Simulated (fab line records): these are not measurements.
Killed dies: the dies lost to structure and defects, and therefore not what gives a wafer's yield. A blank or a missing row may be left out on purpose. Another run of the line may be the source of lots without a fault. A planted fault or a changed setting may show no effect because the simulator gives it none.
2 desks, one fault    flow n5 finfet    only its own numbers are on each desk; what lay behind them is given at the end

FROM THE METROLOGY DESK
Lot by lot, what the gauges showed, no matter which tool ran the lot: averages of those sampled wafers that carry a number. A lot is out of limits, marked OUT, if its mean lies more than 4 standard deviations from the usual mean; the brackets give that distance. Only the readings that lie furthest out on some lot appear, 7 of the 10 it has.
Columns: A = DIBL_P at N5_BEOL_M4_RC_MEAS_101, usual 36.8 mV/V; B = IOFF_N at N5_BEOL_M4_RC_MEAS_101, usual 0.169 nA/um; C = ION_N at N5_BEOL_M4_RC_MEAS_101, usual 679 uA/um; D = ION_P at N5_BEOL_M4_RC_MEAS_101, usual 462 uA/um; E = SS_P at N5_BEOL_M4_RC_MEAS_101, usual 73.3 mV/dec; F = VT_N at N5_BEOL_M4_RC_MEAS_101, usual 248.8 mV; G = VT_P at N5_BEOL_M4_RC_MEAS_101, usual -251 mV
lot   first seen here  A     B      C    D    E     F      G
L397  day 9 04:16      34.7  0.184  683  461  73.3  246.0  -250
L400  day 10 06:55     38.1  0.163  681  469  72.7  249.6  -249
L398  day 10 08:19     37.0  0.150  674  463  73.3  249.6  -252
L411  day 13 11:26     33.9  0.135  666  456  72.5  252.5  -254
L412  day 13 11:52     36.2  0.170  675  450  73.8  249.8  -257
L415  day 14 04:37     36.8  0.160  674  466  73.6  250.6  -250
L416  day 15 03:05     36.9  0.165  677  451  73.6  248.0  -256
L418  day 15 13:02     37.6  0.147  674  459  72.8  252.8  -252
Result from this desk: across the 8 lots, nothing is out of limits.

TOOL OWNER'S DESK, ald sin-01
The tool's own readings at N5_MOL_CONTACT_COAG_ALD_133 (deposits SiO2, target thk 5 nm, pulse time 1 s, co reactant pulse time 1 s): means of the sampled wafers that have a number, for each lot that ran on this tool. A lot is out of limits, marked OUT, if its mean lies more than 4 standard deviations from the usual mean; the brackets give that distance.
Columns: A = heater power w at N5_MOL_CONTACT_COAG_ALD_133, usual 78 W; B = precursor pulse height rel at N5_MOL_CONTACT_COAG_ALD_133, usual 0.999
lot   first seen here  A   B
L397  day 5 18:40      77  0.984
L400  day 6 10:14      89  1.007
L405  day 7 18:34      80  0.993
L418  day 11 17:19     97  0.990
Result from this desk: across the 4 lots, nothing is out of limits.

ALL TOGETHER
The metrology desk saw nothing out of limits.
Nothing out of limits was seen by the tool owner's desk.

WHAT HAD BEEN PUT IN BY THE SIMULATOR
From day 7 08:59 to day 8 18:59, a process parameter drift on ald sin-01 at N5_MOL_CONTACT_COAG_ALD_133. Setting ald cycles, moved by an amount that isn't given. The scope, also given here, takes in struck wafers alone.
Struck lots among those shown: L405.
